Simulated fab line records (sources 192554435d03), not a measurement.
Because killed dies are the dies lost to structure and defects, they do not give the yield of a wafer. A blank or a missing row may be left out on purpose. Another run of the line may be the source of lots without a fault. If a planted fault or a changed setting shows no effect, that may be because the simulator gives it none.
Matching of chambers + flow n5-finfet + pecvd-04 running N5_BEOL_M9_ILD_DEP_00: 3 sister chambers
The step deposits SiCOH lowk from DEMS/porogen, target thk 308.51 nm, time 58 s. 6 wafers are shown with their chamber, then 7 later ones without.

EACH WAFER AND ITS CHAMBER
| wafer  | chamber | throttle-valve-pct (%) | showerhead-plenum-p-Torr (Torr) |
|--------|---------|------------------------|---------------------------------|
| L644.6 | 2       | 14.0                   | 5.743                           |
| L656.4 | 0       | 13.1                   | 5.732                           |
| L656.5 | 2       | 13.9                   | 5.740                           |
| L656.6 | 1       | 14.2                   | 5.735                           |
| L658.1 | 0       | 13.3                   | 5.724                           |
| L658.2 | 1       | 13.8                   | 5.746                           |

WAFERS WITHOUT THEIR CHAMBER
| wafer  | throttle-valve-pct (%) | showerhead-plenum-p-Torr (Torr) |
|--------|------------------------|---------------------------------|
| L658.3 | 14.2                   | 5.738                           |
| L660.1 | 13.8                   | 5.744                           |
| L660.4 | 13.8                   | 5.742                           |
| L660.5 | 12.9                   | 5.726                           |
| L662.2 | 13.9                   | 5.752                           |
| L662.4 | 13.8                   | 5.748                           |
| L662.5 | 14.2                   | 5.749                           |

WHICH CHAMBER EACH ONE RAN IN
| wafer  | from the rows above     | in truth |
|--------|-------------------------|----------|
| L658.3 | can't be placed: 1 or 2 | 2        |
| L660.1 | can't be placed: 2 or 1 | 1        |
| L660.4 | can't be placed: 2 or 1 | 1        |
| L660.5 | 0                       | 0        |
| L662.2 | can't be placed: 2 or 1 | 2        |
| L662.4 | can't be placed: 2 or 1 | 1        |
| L662.5 | can't be placed: 1 or 2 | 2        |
1 of 7 placed correctly. Can't be placed from these rows: 6 (the true chamber is among the candidates in 6). 0 placed wrongly.
How it was worked out, from the rows above alone: a wafer's distance from a chamber is the root of the sum, over the readings, of the square of ((its reading less the chamber's mean) divided by the reading's scatter). If the next closest chamber is less than 2 further off than the closest, the wafer can't be placed; otherwise it belongs to the closest. The mean given for a chamber averages the wafers shown for that chamber. The scatter is the square root of a quotient: the sum, over the shown wafers, of each reading's squared deviation from its chamber's mean, divided by wafers minus chambers.
